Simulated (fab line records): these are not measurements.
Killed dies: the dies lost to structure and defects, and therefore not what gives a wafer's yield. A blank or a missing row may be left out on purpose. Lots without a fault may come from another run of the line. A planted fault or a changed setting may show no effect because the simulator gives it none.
fab line records	flow n5Finfet
record: lots: 24	wafers: 72	lastDay: 19
route steps=1938 shown BEOL_M7@1298 BEOL_M8@1355
lots untouched by any fault: they come from a run of this same line in which no faults occurred
startH: hours from the record's first day to the start of the lot's first wafer shown	waitH: hours from the lot's prior step to this one	" unchanged from the row above	L1.1+2: a row that stands for several wafers	- no value, or no start given	* or withheld: withheld	< > ~ a bound
route shown NAME@n: names a module that has steps shown in the file, with the first one's number in the route	usual: average and standard deviation across the fault-free wafers	same: alike in all rows	chamber/n: place in a boat	sites: each site's reading	_std_site: their standard deviation	_edge_site: outer sites' mean less inner sites'	radiusMm: for every site, how far away it sits from the centre of the wafer	mask NAME#n: copy n	behind: the last tool/chamber to shape the wafer	hold: why the lot went on hold/how many hours it stayed there/how the hold came to an end	device: the transistor (n, p or np) that didn't switch	end of line: the same wafers' tests at the end of the route	a step given without rows: its recipe and nothing more	killed: dies that structure and defects cost at the first sort, which is not the same as the wafer's yield	map: per-die view of a wafer (x killed, . not killed, _ where there is no die)
set.NAME: the setting the step ran with; set.NAME@STEP: the setting that earlier step ran with	model.NAME: the simulator's own value behind a step, which no gauge read
steps of the route over a sample of lots; a table a step, a row a wafer
services: from which hour (startH, from the record's first day; less than 0 if before it) a tool's chamber was out of use, for how many hours, and why
== steps ==
step: N5_BEOL_M7_INSPECT_30
recipe: mode: adi	inspectInstrument: brightfield
usual: rawDefectCount: 441/97
lot.wafer	tool	chamber	startH	waitH	rawDefectCount
L074.2	defectInspect-01	-	183.80	0.0	370
L074.3	"	-	"	"	415
L074.4	"	-	"	"	237
L076.2	defectInspect-01	-	195.78	0.1	489
L076.3	"	-	"	"	485
L076.5	"	-	"	"	449
L075.4	defectInspect-02	-	206.11	0.0	425
L075.5	"	-	"	"	360
L075.6	"	-	"	"	416
L077.4	defectInspect-02	-	216.71	0.0	390
L077.5	"	-	"	"	487
L077.6	"	-	"	"	412
L078.1	defectInspect-01	-	227.27	0.1	277
L078.3	"	-	"	"	277
L078.4	"	-	"	"	366
L079.2	defectInspect-01	-	237.73	0.0	405
L079.5	"	-	"	"	580
L079.6	"	-	"	"	510
L080.2	defectInspect-02	-	241.38	0.0	563
L080.3	"	-	"	"	475
L080.6	"	-	"	"	440
L083.2	defectInspect-02	-	252.63	0.0	476
L083.3	"	-	"	"	520
L083.6	"	-	"	"	535
L081.3	defectInspect-02	-	260.38	0.0	341
L081.5	"	-	"	"	380
L081.6	"	-	"	"	300
L082.2	defectInspect-02	-	263.72	0.0	369
L082.4	"	-	"	"	283
L082.5	"	-	"	"	352
L084.2	defectInspect-01	-	275.76	0.0	514
L084.3	"	-	"	"	324
L084.4	"	-	"	"	429
L085.1	defectInspect-01	-	281.47	0.1	441
L085.2	"	-	"	"	412
L085.3	"	-	"	"	397
L086.4	defectInspect-02	-	287.76	0.0	370
L086.5	"	-	"	"	455
L086.6	"	-	"	"	343
L089.3	defectInspect-01	-	287.94	0.0	428
L089.4	"	-	"	"	350
L089.5	"	-	"	"	466
L087.2	defectInspect-01	-	296.98	0.0	457
L087.4	"	-	"	"	501
L087.5	"	-	"	"	334
L088.2	defectInspect-01	-	298.83	0.0	588
L088.3	"	-	"	"	501
L088.5	"	-	"	"	493
L090.2	defectInspect-02	-	305.92	0.0	686
L090.3	"	-	"	"	442
L090.4	"	-	"	"	797
L092.2	defectInspect-01	-	309.56	0.0	337
L092.5	"	-	"	"	327
L092.6	"	-	"	"	346
L093.1	defectInspect-01	-	313.00	0.1	423
L093.3	"	-	"	"	398
L093.6	"	-	"	"	321
L091.1	defectInspect-01	-	315.89	0.1	452
L091.3	"	-	"	"	350
L091.6	"	-	"	"	359
L094.1	defectInspect-01	-	332.36	0.1	609
L094.2	"	-	"	"	514
L094.3	"	-	"	"	712
L095.2	defectInspect-01	-	332.41	0.0	411
L095.3	"	-	"	"	476
L095.6	"	-	"	"	421
L097.1	defectInspect-02	-	345.25	0.1	379
L097.3	"	-	"	"	400
L097.6	"	-	"	"	453
L096.4	defectInspect-01	-	359.38	0.0	455
L096.5	"	-	"	"	389
L096.6	"	-	"	"	416
step: N5_BEOL_M7_DESCUM_33
recipe: chemistry: O2	timeS: 7	sourcePowerW: 50	biasPowerW: 20	pressureMtorr: 20	rfFrequencyHz: 2.712e+07	tempC: 40	resist: CAR-EUV	o2FlowSccm: 225
usual: drypumpMotorCurrentA: 5.5/0.36	oesProductAu: 0.80/0.085	rfVppV: 243.1/1.2	showerheadPlenumPTorr: 2.10/0.057	throttleValvePct: 20.42/0.22
lot.wafer	tool	chamber	startH	waitH	drypumpMotorCurrentA	oesProductAu	rfHoursCounterH	rfVppV	showerheadPlenumPTorr	throttleValvePct
L074.2	rieDiel-06	1	183.83	0.0	5.7	0.98	1	246.0	2.23	20.22
L074.3	"	0	"	"	5.4	0.72	204	242.5	2.07	20.65
L074.4	"	1	"	"	5.7	0.98	-	245.7	2.23	20.21
L076.2	rieDiel-03	0	195.82	0.0	6.2	0.92	14	242.5	2.06	20.15
L076.3	"	3	"	"	5.4	0.75	149	242.6	2.08	20.62
L076.5	"	1	"	"	5.1	0.82	-	243.1	2.11	20.24
L075.4	rieDiel-06	3	206.17	0.1	5.1	1.00	3	242.3	2.06	20.36
L075.5	"	0	"	"	5.4	0.72	-	242.2	2.07	20.68
L075.6	"	1	"	"	5.7	0.94	-	245.2	2.23	20.23
L077.4	rieDiel-03	0	216.74	0.0	6.2	0.90	20	241.6	2.05	20.17
L077.5	"	3	"	"	5.4	0.75	-	243.8	2.08	20.64
L077.6	"	2	"	"	5.7	0.70	-	244.7	2.16	20.15
L078.1	rieDiel-06	2	227.31	0.0	5.8	0.77	119	243.6	2.11	20.54
L078.3	"	0	"	"	5.4	0.71	217	241.9	2.07	20.67
L078.4	"	3	"	"	5.2	0.98	9	241.3	2.05	20.38
L079.2	rieDiel-03	0	237.77	0.0	6.3	0.90	24	243.7	2.05	20.16
L079.5	"	3	"	"	5.4	0.74	-	243.1	2.08	20.64
L079.6	"	2	"	"	5.7	0.70	-	243.8	2.15	20.18
L080.2	rieDiel-03	2	241.41	0.0	5.7	0.70	202	242.7	2.16	20.17
L080.3	"	3	"	"	5.4	0.74	162	244.2	2.08	20.67
L080.6	"	2	"	"	5.7	0.70	-	244.6	2.15	20.16
L083.2	rieDiel-05	0	252.74	0.1	4.9	0.67	238	241.8	2.06	20.71
L083.3	"	3	"	"	5.4	0.75	144	244.2	2.09	20.20
L083.6	"	2	"	"	5.8	0.80	-	243.8	2.09	20.71
L081.3	rieDiel-05	2	260.41	0.0	5.8	0.80	122	244.1	2.09	20.72
L081.5	"	1	"	"	4.9	0.84	-	241.7	2.03	20.22
L081.6	"	2	"	"	5.8	0.80	-	243.6	2.09	20.73
L082.2	rieDiel-05	1	263.79	0.1	4.9	0.85	81	241.1	2.03	20.22
L082.4	"	0	"	"	4.9	0.67	242	242.9	2.06	20.72
L082.5	"	2	"	"	5.8	0.80	-	243.9	2.09	20.71
L084.2	rieDiel-03	3	275.80	0.0	5.4	0.74	171	242.2	2.07	20.66
L084.3	"	1	"	"	5.1	0.80	108	242.3	2.11	20.25
L084.4	"	2	"	"	5.8	0.69	210	243.6	2.15	20.19
L085.1	rieDiel-05	3	281.50	0.0	5.4	0.74	153	242.4	2.09	20.21
L085.2	"	1	"	"	4.9	0.83	86	240.8	2.03	20.23
L085.3	"	2	"	"	5.8	0.79	128	242.8	2.09	20.72
L086.4	rieDiel-05	1	287.80	0.0	4.9	0.83	-	243.4	2.03	20.23
L086.5	"	3	"	"	5.4	0.74	-	243.7	2.09	20.23
L086.6	"	2	"	"	5.8	0.79	-	242.5	2.09	20.73
L089.3	rieDiel-06	2	288.20	0.3	5.8	0.77	136	242.3	2.10	20.58
L089.4	"	1	"	"	5.7	0.90	32	245.4	2.22	20.26
L089.5	"	2	"	"	5.8	0.76	-	242.8	2.10	20.55
L087.2	rieDiel-06	0	297.02	0.0	5.4	0.71	237	243.3	2.06	20.72
L087.4	"	2	"	"	5.8	0.75	140	243.2	2.10	20.57
L087.5	"	0	"	"	5.4	0.70	-	243.1	2.06	20.71
L088.2	rieDiel-06	3	298.86	0.0	5.2	0.91	30	242.6	2.05	20.41
L088.3	"	2	"	"	5.8	0.75	141	243.9	2.10	20.56
L088.5	"	1	"	"	5.7	0.88	-	244.6	2.22	20.27
L090.2	rieDiel-06	0	305.95	0.0	5.4	0.70	240	242.1	2.06	20.71
L090.3	"	2	"	"	5.8	0.76	143	243.1	2.10	20.56
L090.4	"	3	"	"	5.2	0.91	32	243.2	2.05	20.42
L092.2	rieDiel-05	2	309.60	0.0	5.8	0.79	137	243.3	2.09	20.74
L092.5	"	0	"	"	4.9	0.67	-	241.6	2.06	20.72
L092.6	"	3	"	"	5.4	0.74	-	243.4	2.09	20.24
L093.1	rieDiel-06	3	313.03	0.0	5.2	0.91	35	241.8	2.05	20.42
L093.3	"	0	"	"	5.4	0.69	242	241.0	2.06	20.72
L093.6	"	0	"	"	5.4	0.70	-	244.1	2.06	20.71
L091.1	rieDiel-03	3	315.99	0.1	5.4	0.72	183	242.4	2.07	20.68
L091.3	"	1	"	"	5.1	0.78	120	243.8	2.10	20.26
L091.6	"	2	"	"	5.7	0.68	-	244.6	2.15	20.18
L094.1	rieDiel-03	1	332.63	0.3	5.1	0.76	125	243.3	2.10	20.29
L094.2	"	0	"	"	6.3	0.85	50	242.7	2.04	20.20
L094.3	"	3	"	"	5.4	0.71	188	242.6	2.07	20.68
L095.2	rieDiel-06	0	332.93	0.5	5.4	0.69	249	243.7	2.06	20.72
L095.3	"	1	"	"	5.7	0.87	48	246.4	2.22	20.30
L095.6	"	3	"	"	5.2	0.90	-	243.2	2.04	20.42
L097.1	rieDiel-05	1	345.28	0.0	4.9	0.80	109	243.1	2.02	20.26
L097.3	"	0	"	"	4.9	0.97	2	241.8	2.06	20.36
L097.6	"	2	"	"	5.8	0.77	-	242.5	2.08	20.76
L096.4	rieDiel-06	0	359.55	0.2	5.4	1.00	1	243.8	2.06	20.35
L096.5	"	2	"	"	5.8	0.73	-	242.9	2.09	20.57
L096.6	"	3	"	"	5.1	0.88	-	241.4	2.04	20.43
step: N5_BEOL_M7_THK_MEAS_53
recipe: thkMeasGauge: xrf	reads: Cu_of_BEOL_M7_ECD_50
usual: M7_THK: 81.7/2.1
lot.wafer	tool	chamber	startH	waitH	M7_THK[nm]
L074.2	filmMetro-02	-	188.42	-	79.8
L074.3	"	-	"	"	78.7
L074.4	"	-	"	"	80.8
L076.2	filmMetro-01	-	199.69	-	83.6
L076.3	"	-	"	"	81.5
L076.5	"	-	"	"	80.1
L075.4	filmMetro-02	-	210.41	-	86.0
L075.5	"	-	"	"	82.3
L075.6	"	-	"	"	84.2
L077.4	filmMetro-01	-	220.10	-	84.3
L077.5	"	-	"	"	82.4
L077.6	"	-	"	"	80.7
L078.1	filmMetro-01	-	230.11	-	85.0
L078.3	"	-	"	"	80.6
L078.4	"	-	"	"	85.3
L079.2	filmMetro-01	-	241.33	-	83.4
L079.5	"	-	"	"	82.2
L079.6	"	-	"	"	80.3
L080.2	filmMetro-02	-	244.77	-	79.2
L080.3	"	-	"	"	81.6
L080.6	"	-	"	"	77.8
L083.2	filmMetro-01	-	255.37	-	82.3
L083.3	"	-	"	"	81.4
L083.6	"	-	"	"	85.1
L081.3	filmMetro-01	-	264.76	-	80.2
L081.5	"	-	"	"	79.9
L081.6	"	-	"	"	84.0
L082.2	filmMetro-01	-	267.97	-	83.7
L082.4	"	-	"	"	78.6
L082.5	"	-	"	"	85.3
L084.2	filmMetro-02	-	278.42	-	81.8
L084.3	"	-	"	"	82.2
L084.4	"	-	"	"	78.8
L085.1	filmMetro-02	-	284.24	-	79.8
L085.2	"	-	"	"	81.7
L085.3	"	-	"	"	81.3
L086.4	filmMetro-01	-	290.86	-	83.8
L086.5	"	-	"	"	81.8
L086.6	"	-	"	"	85.0
L089.3	filmMetro-01	-	292.62	-	83.7
L089.4	"	-	"	"	84.9
L089.5	"	-	"	"	85.0
L087.2	filmMetro-01	-	300.72	-	82.9
L087.4	"	-	"	"	84.2
L087.5	"	-	"	"	81.6
L088.2	filmMetro-01	-	303.28	-	83.3
L088.3	"	-	"	"	83.0
L088.5	"	-	"	"	80.8
L090.2	filmMetro-01	-	308.79	-	79.6
L090.3	"	-	"	"	82.0
L090.4	"	-	"	"	83.9
L092.2	filmMetro-01	-	312.32	-	82.2
L092.5	"	-	"	"	79.7
L092.6	"	-	"	"	79.7
L093.1	filmMetro-02	-	315.46	-	84.3
L093.3	"	-	"	"	80.3
L093.6	"	-	"	"	80.1
L091.1	filmMetro-01	-	319.28	-	81.9
L091.3	"	-	"	"	79.8
L091.6	"	-	"	"	78.5
L094.1	filmMetro-01	-	336.83	-	82.0
L094.2	"	-	"	"	81.8
L094.3	"	-	"	"	82.2
L095.2	filmMetro-02	-	337.12	-	77.5
L095.3	"	-	"	"	79.7
L095.6	"	-	"	"	82.1
L097.1	filmMetro-02	-	348.64	-	80.7
L097.3	"	-	"	"	81.5
L097.6	"	-	"	"	80.0
L096.4	filmMetro-02	-	364.30	-	80.5
L096.5	"	-	"	"	80.0
L096.6	"	-	"	"	82.1
step: N5_BEOL_M8_CD_MEAS_18
recipe: pitchNm: 80	targetCdNm: 40
usual: cdNm: 40.2/0.42
lot.wafer	tool	chamber	startH	waitH	cdNm
L074.2	cdSem-03	-	192.00	0.1	40.3
L074.3	"	-	"	"	40.1
L074.4	"	-	"	"	40.1
L076.2	cdSem-02	-	204.72	0.1	40.3
L076.3	"	-	"	"	39.9
L076.5	"	-	"	"	40.6
L075.4	cdSem-03	-	214.26	0.1	40.7
L075.5	"	-	"	"	41.3
L075.6	"	-	"	"	40.9
L077.4	cdSem-03	-	223.01	0.1	40.0
L077.5	"	-	"	"	40.5
L077.6	"	-	"	"	40.4
L078.1	cdSem-03	-	234.01	0.0	40.1
L078.3	"	-	"	"	40.4
L078.4	"	-	"	"	40.1
L079.2	cdSem-02	-	243.65	0.1	39.9
L079.5	"	-	"	"	40.2
L079.6	"	-	"	"	40.5
L080.2	cdSem-02	-	249.57	0.1	40.2
L080.3	"	-	"	"	39.8
L080.6	"	-	"	"	39.4
L083.2	cdSem-02	-	258.17	0.1	39.9
L083.3	"	-	"	"	40.1
L083.6	"	-	"	"	40.7
L081.3	cdSem-01	-	268.35	0.1	39.9
L081.5	"	-	"	"	40.9
L081.6	"	-	"	"	40.0
L082.2	cdSem-02	-	271.29	0.1	39.8
L082.4	"	-	"	"	40.5
L082.5	"	-	"	"	39.9
L084.2	cdSem-01	-	281.28	0.1	40.1
L084.3	"	-	"	"	40.2
L084.4	"	-	"	"	40.8
L085.1	cdSem-02	-	286.82	0.0	40.4
L085.2	"	-	"	"	40.2
L085.3	"	-	"	"	40.1
L086.4	cdSem-03	-	293.43	0.0	39.9
L086.5	"	-	"	"	39.7
L086.6	"	-	"	"	39.3
L089.3	cdSem-01	-	295.52	0.1	39.7
L089.4	"	-	"	"	39.7
L089.5	"	-	"	"	39.7
L087.2	cdSem-02	-	304.10	0.1	40.3
L087.4	"	-	"	"	40.2
L087.5	"	-	"	"	40.6
L088.2	cdSem-02	-	305.49	0.1	40.2
L088.3	"	-	"	"	40.8
L088.5	"	-	"	"	40.6
L090.2	cdSem-02	-	311.75	0.1	39.9
L090.3	"	-	"	"	39.7
L090.4	"	-	"	"	40.3
L092.2	cdSem-01	-	315.58	0.1	40.9
L092.5	"	-	"	"	41.0
L092.6	"	-	"	"	41.1
L093.1	cdSem-01	-	317.84	0.0	39.9
L093.3	"	-	"	"	39.8
L093.6	"	-	"	"	40.1
L091.1	cdSem-02	-	322.71	0.0	40.5
L091.3	"	-	"	"	39.9
L091.6	"	-	"	"	40.5
L094.1	cdSem-03	-	339.09	0.0	40.3
L094.2	"	-	"	"	40.2
L094.3	"	-	"	"	40.5
L095.2	cdSem-03	-	340.40	0.1	40.0
L095.3	"	-	"	"	39.8
L095.6	"	-	"	"	39.8
L097.1	cdSem-01	-	351.21	0.0	40.8
L097.3	"	-	"	"	40.7
L097.6	"	-	"	"	40.4
L096.4	cdSem-01	-	366.87	0.1	40.7
L096.5	"	-	"	"	40.4
L096.6	"	-	"	"	39.8
step: N5_BEOL_M8_OVL_MEAS_29
recipe: pointsPerWafer: 522
usual: V7_OVL: 0.0/0.5
lot.wafer	tool	chamber	startH	waitH	V7_OVL[nm]
L074.2	overlay-01	0	195.61	0.0	0.9
L074.3	"	0	"	"	0.2
L074.4	"	0	"	"	0.5
L076.2	overlay-02	0	206.10	0.0	1.7
L076.3	"	0	"	"	0.6
L076.5	"	0	"	"	0.9
L075.4	overlay-01	0	214.66	0.0	-0.4
L075.5	"	0	"	"	-0.5
L075.6	"	0	"	"	-0.3
L077.4	overlay-02	0	224.72	0.0	-0.1
L077.5	"	0	"	"	-0.4
L077.6	"	0	"	"	0.5
L078.1	overlay-02	0	237.55	0.0	0.5
L078.3	"	0	"	"	0.2
L078.4	"	0	"	"	0.6
L079.2	overlay-02	0	247.14	0.0	-0.9
L079.5	"	0	"	"	-0.6
L079.6	"	0	"	"	0.3
L080.2	overlay-01	0	252.54	0.0	0.1
L080.3	"	0	"	"	0.4
L080.6	"	0	"	"	0.4
L083.2	overlay-02	0	260.34	0.0	-0.7
L083.3	"	0	"	"	-0.9
L083.6	"	0	"	"	-0.3
L081.3	overlay-01	0	271.16	0.0	0.4
L081.5	"	0	"	"	0.1
L081.6	"	0	"	"	-0.2
L082.2	overlay-02	0	272.13	0.0	0.6
L082.4	"	0	"	"	-0.4
L082.5	"	0	"	"	0.0
L084.2	overlay-02	0	281.75	0.0	-0.5
L084.3	"	0	"	"	0.4
L084.4	"	0	"	"	-0.5
L085.1	overlay-01	0	287.81	0.0	0.0
L085.2	"	0	"	"	-0.1
L085.3	"	0	"	"	-0.8
L089.3	overlay-02	0	296.97	0.0	0.7
L089.4	"	0	"	"	-0.3
L089.5	"	0	"	"	0.1
L086.4	overlay-02	0	297.15	0.0	1.0
L086.5	"	0	"	"	0.3
L086.6	"	0	"	"	0.1
L087.2	overlay-02	0	305.62	0.0	-0.8
L087.4	"	0	"	"	-0.8
L087.5	"	0	"	"	0.0
L088.2	overlay-01	0	305.83	0.0	1.0
L088.3	"	0	"	"	-0.6
L088.5	"	0	"	"	-0.1
L090.2	overlay-01	0	312.89	0.0	0.1
L090.3	"	0	"	"	-0.3
L090.4	"	0	"	"	0.3
L092.2	overlay-01	0	316.05	0.0	0.6
L092.5	"	0	"	"	-0.3
L092.6	"	0	"	"	0.3
L093.1	overlay-01	0	318.36	0.0	0.5
L093.3	"	0	"	"	-0.4
L093.6	"	0	"	"	0.1
L091.1	overlay-02	0	323.07	0.0	-1.2
L091.3	"	0	"	"	-0.4
L091.6	"	0	"	"	-0.5
L094.1	overlay-01	0	340.69	0.0	0.0
L094.2	"	0	"	"	0.1
L094.3	"	0	"	"	-0.2
L095.2	overlay-01	0	340.87	0.0	0.6
L095.3	"	0	"	"	0.7
L095.6	"	0	"	"	0.3
L097.1	overlay-01	0	351.57	0.1	0.9
L097.3	"	0	"	"	-0.8
L097.6	"	0	"	"	0.0
L096.4	overlay-01	0	370.06	0.0	0.1
L096.5	"	0	"	"	-0.2
L096.6	"	0	"	"	0.1
step: N5_BEOL_M8_ETCH_65
recipe: chemistry: CF4	target: SiARC	targetDepthA: 156	maskMaterial: CAR-EUV	timeS: 26	ionEnergyEv: 80	pressureMtorr: 40	sourceW: 545	biasW: 36	Ar_flow_sccm: 100	cf4FlowSccm: 100	ends: cleared
usual: drypumpMotorCurrentA: 5.5/0.38	etchRfOnTimeS: 25.9/0.39	oesProductAu: 0.69/0.068	rfVppV: 184.4/1.2	showerheadPlenumPTorr: 2.16/0.061	throttleValvePct: 15.58/0.17
lot.wafer	tool	chamber	startH	waitH	drypumpMotorCurrentA	etchRfOnTimeS	oesProductAu	rfHoursCounterH	rfVppV	showerheadPlenumPTorr	throttleValvePct
L074.2	rieDiel-04	2	196.19	0.0	5.4	25.4	0.73	72	184.1	2.17	15.59
L074.3	"	0	"	"	5.7	26.0	0.60	227	182.1	2.11	15.84
L074.4	"	1	"	"	5.4	25.4	0.76	39	182.2	2.10	15.51
L076.2	rieDiel-01	2	206.24	0.0	6.1	25.5	0.74	61	185.2	2.25	15.36
L076.3	"	1	"	"	5.9	25.7	0.58	230	185.1	2.20	15.71
L076.5	"	0	"	"	5.3	25.6	0.74	-	184.4	2.26	15.38
L075.4	rieDiel-01	3	214.78	0.0	5.7	25.8	0.74	54	183.8	2.09	15.42
L075.5	"	0	"	"	5.2	25.7	0.74	-	184.6	2.25	15.38
L075.6	"	3	"	"	5.7	25.7	0.73	-	182.3	2.09	15.42
L077.4	rieDiel-01	1	224.84	0.0	5.9	25.5	0.59	236	184.9	2.20	15.72
L077.5	"	2	"	"	6.1	25.4	0.74	-	185.2	2.25	15.37
L077.6	"	1	"	"	5.9	25.6	0.58	-	184.5	2.20	15.72
L078.1	rieDiel-01	2	237.69	0.0	6.1	25.7	0.73	72	184.9	2.25	15.37
L078.3	"	1	"	"	5.9	26.0	0.58	241	184.0	2.19	15.74
L078.4	"	0	"	"	5.3	25.9	0.72	79	185.7	2.25	15.40
L079.2	rieDiel-04	0	247.27	0.0	5.8	25.8	0.60	242	184.7	2.11	15.86
L079.5	"	3	"	"	5.6	25.4	0.71	-	184.8	2.16	15.60
L079.6	"	0	"	"	5.8	25.9	0.59	-	182.5	2.11	15.86
L080.2	rieDiel-02	0	253.86	0.0	5.6	25.5	0.58	248	184.7	2.19	16.09
L080.3	"	3	"	"	5.1	26.5	0.61	201	184.1	2.21	15.64
L080.6	"	1	"	"	4.7	26.1	0.68	-	185.2	2.15	15.85
L083.2	rieDiel-01	3	261.05	0.0	5.7	25.7	0.73	64	184.5	2.08	15.45
L083.3	"	1	"	"	5.9	25.9	0.57	244	185.6	2.19	15.74
L083.6	"	3	"	"	5.7	25.8	0.73	-	183.5	2.08	15.46
L081.3	rieDiel-02	3	271.40	0.0	5.1	26.8	0.61	208	184.8	2.21	15.68
L081.5	"	1	"	"	4.6	26.3	0.67	-	184.2	2.15	15.85
L081.6	"	3	"	"	5.1	26.6	0.60	-	182.8	2.20	15.66
L082.2	rieDiel-01	2	272.27	0.0	6.1	25.6	0.72	79	185.2	2.25	15.39
L082.4	"	1	"	"	5.9	25.9	0.57	248	185.4	2.19	15.78
L082.5	"	1	"	"	5.9	25.7	0.57	-	184.5	2.19	15.75
L084.2	rieDiel-01	3	281.93	0.0	5.7	26.1	0.71	72	183.9	2.08	15.46
L084.3	"	2	"	"	6.1	26.2	0.70	82	185.2	2.25	15.39
L084.4	"	3	"	"	5.7	26.1	0.72	-	182.2	2.08	15.46
L085.1	rieDiel-02	3	288.10	0.0	5.1	26.4	0.61	214	184.4	2.20	15.67
L085.2	"	0	"	"	5.7	25.3	0.84	3	183.7	2.19	15.61
L085.3	"	1	"	"	4.7	26.1	0.66	133	182.3	2.14	15.85
L089.3	rieDiel-01	2	297.12	0.0	6.1	26.0	0.70	90	186.8	2.24	15.41
L089.4	"	2	"	"	6.1	26.1	0.71	-	185.3	2.24	15.41
L089.5	"	3	"	"	5.7	26.0	0.71	-	185.1	2.08	15.46
L086.4	rieDiel-01	3	297.52	0.0	5.7	25.8	0.71	80	184.6	2.08	15.48
L086.5	"	0	"	"	5.3	25.6	0.71	-	187.0	2.25	15.44
L086.6	"	3	"	"	5.7	25.5	0.71	-	182.1	2.08	15.48
L087.2	rieDiel-02	3	305.90	0.0	5.1	26.3	0.60	222	183.8	2.20	15.69
L087.4	"	1	"	"	4.7	25.8	0.67	141	183.7	2.14	15.89
L087.5	"	3	"	"	5.1	26.4	0.60	-	183.4	2.20	15.68
L088.2	rieDiel-02	0	306.30	0.0	5.7	25.1	0.80	12	185.5	2.18	15.62
L088.3	"	3	"	"	5.1	26.5	0.60	222	185.0	2.20	15.69
L088.5	"	2	"	"	5.5	26.1	0.60	-	182.6	2.11	15.62
L090.2	rieDiel-01	0	313.32	0.0	5.2	26.1	0.70	99	186.4	2.24	15.43
L090.3	"	1	"	"	5.9	26.2	0.82	4	184.8	2.19	15.26
L090.4	"	2	"	"	6.0	26.1	0.69	95	185.8	2.24	15.42
L092.2	rieDiel-02	1	316.19	0.0	4.7	26.1	0.66	145	183.6	2.14	15.89
L092.5	"	1	"	"	4.7	26.1	0.65	-	184.4	2.14	15.88
L092.6	"	2	"	"	5.5	26.1	0.59	-	183.1	2.11	15.63
L093.1	rieDiel-02	3	318.51	0.0	5.1	26.7	0.60	227	185.1	2.20	15.71
L093.3	"	1	"	"	4.7	26.2	0.66	146	183.6	2.14	15.91
L093.6	"	3	"	"	5.1	26.6	0.59	-	185.1	2.20	15.69
L091.1	rieDiel-01	0	323.22	0.0	5.2	26.1	0.70	103	185.6	2.24	15.44
L091.3	"	1	"	"	5.9	26.4	0.81	8	185.7	2.19	15.28
L091.6	"	3	"	"	5.7	26.2	0.70	-	184.0	2.08	15.48
L094.1	rieDiel-04	2	341.11	0.0	5.4	25.2	0.69	123	184.1	2.15	15.70
L094.2	"	3	"	"	5.6	25.0	0.69	108	185.2	2.15	15.68
L094.3	"	0	"	"	5.7	25.9	0.79	22	184.6	2.10	15.42
L095.2	rieDiel-04	0	341.51	0.0	5.7	26.1	0.78	23	183.4	2.10	15.42
L095.3	"	2	"	"	5.4	25.6	0.69	123	183.9	2.15	15.70
L095.6	"	0	"	"	5.7	26.3	0.78	-	183.6	2.10	15.42
L097.1	rieDiel-04	0	351.85	0.0	5.8	25.8	0.79	26	184.3	2.10	15.41
L097.3	"	3	"	"	5.6	25.7	0.67	112	183.4	2.15	15.69
L097.6	"	2	"	"	5.4	25.6	0.68	-	183.9	2.15	15.70
L096.4	rieDiel-04	3	370.18	0.0	5.6	25.6	0.67	119	184.6	2.15	15.68
L096.5	"	2	"	"	5.4	25.6	0.68	-	184.5	2.15	15.71
L096.6	"	1	"	"	5.4	25.8	0.68	-	184.3	2.08	15.61
== services ==
tool	chamber	startH	hours	kind
rieDiel-05	3	175.74	3.6	repair
rieDiel-01	0	183.85	7.7	repair
rieDiel-02	3	195.74	3.8	repair
rieDiel-04	1	207.48	14.3	repair
rieDiel-03	0	209.33	4.7	repair
rieDiel-04	-	209.64	0.6	repair
rieDiel-04	0	217.81	6.3	repair
rieDiel-02	2	227.15	4.2	repair
rieDiel-06	0	235.18	4.9	repair
rieDiel-01	-	238.63	15.6	pm
rieDiel-02	2	252.28	2.4	repair
rieDiel-01	0	259.64	4.1	repair
rieDiel-02	-	260.12	2.8	pm
rieDiel-03	0	268.47	1.5	repair
rieDiel-01	1	277.87	-	clean
rieDiel-01	1	277.87	-	consumableReplace:focusRing
rieDiel-01	1	277.87	19.3	scheduledDown
rieDiel-05	0	280.12	21.8	repair
rieDiel-04	-	297.70	2.8	pm
rieDiel-01	-	310.45	2.8	pm
rieDiel-06	2	329.05	5.4	repair
rieDiel-01	0	331.37	1.3	repair
rieDiel-01	-	334.23	0.9	repair
rieDiel-05	2	354.62	15.6	repair
== key ==
fault none
